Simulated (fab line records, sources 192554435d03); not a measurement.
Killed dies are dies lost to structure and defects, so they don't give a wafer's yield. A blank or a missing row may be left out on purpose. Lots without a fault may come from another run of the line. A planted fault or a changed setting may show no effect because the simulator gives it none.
Chamber matching | flow n5_finfet | N5_BEOL_M3_ALD_98 on ald_sin-01: 4 sister chambers
The step deposits SiO2, target thk 2.5 nm, pulse time 1 s, co reactant pulse time 1 s. 16 wafers are shown with their chamber, then 8 later ones without.

WAFERS WITH THEIR CHAMBER
wafer  | chamber | heater_power_w (W) | precursor_pulse_height_rel
L074.4 | 3       | 70                 | 1.016
L074.5 | 2       | 77                 | 1.018
L074.6 | 1       | 82                 | 1.010
L082.2 | 1       | 84                 | 0.970
L082.3 | 2       | 79                 | 1.006
L082.5 | 0       | 88                 | 1.008
L084.1 | 3       | 73                 | 1.005
L084.3 | 2       | 76                 | 1.009
L084.6 | 3       | 72                 | 1.014
L085.1 | 2       | 77                 | 0.957
L085.2 | 0       | 87                 | 1.016
L085.6 | 3       | 72                 | 1.009
L089.1 | 3       | 71                 | 0.996
L089.3 | 2       | 76                 | 1.005
L089.4 | 0       | 87                 | 1.000
L091.3 | 0       | 88                 | 0.991

SIGNATURES (means of the wafers above)
reading                    | chamber 0 | chamber 1 | chamber 2 | chamber 3 | scatter within a chamber
heater_power_w             | 87.50     | 83.00     | 77.00     | 71.60     | 1.09
precursor_pulse_height_rel | 1.00375   | 0.99000   | 0.99900   | 1.00800   | 0.0176
Rule: a wafer's distance from a chamber is the root of the sum, over the readings, of the square of ((its reading less the chamber's mean) divided by the reading's scatter). The wafer belongs to the nearest chamber; if the next one is less than 2 further off, it can't be placed. The scatter: the root of (the sum of the squares of (reading less its chamber's mean) over the shown wafers, divided by (wafers less chambers)).

WAFERS WITHOUT THEIR CHAMBER
wafer  | heater_power_w (W) | precursor_pulse_height_rel
L091.5 | 88                 | 0.994
L091.6 | 74                 | 1.013
L094.1 | 83                 | 1.012
L094.5 | 77                 | 0.988
L094.6 | 82                 | 1.025
L096.1 | 77                 | 0.973
L096.3 | 80                 | 0.986
L096.5 | 84                 | 0.985

WHICH CHAMBER EACH WENT THROUGH
wafer  | from the rows above     | in truth
L091.5 | 0                       | 0
L091.6 | can't be placed: 3 or 2 | 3
L094.1 | 1                       | 1
L094.5 | 2                       | 2
L094.6 | 1                       | 1
L096.1 | 2                       | 2
L096.3 | can't be placed: 1 or 2 | 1
L096.5 | 1                       | 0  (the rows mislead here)
Placed correctly: 5 of 8. Can't be placed from these rows: 2 (the true chamber is among the candidates in 2). Placed wrongly: 1.
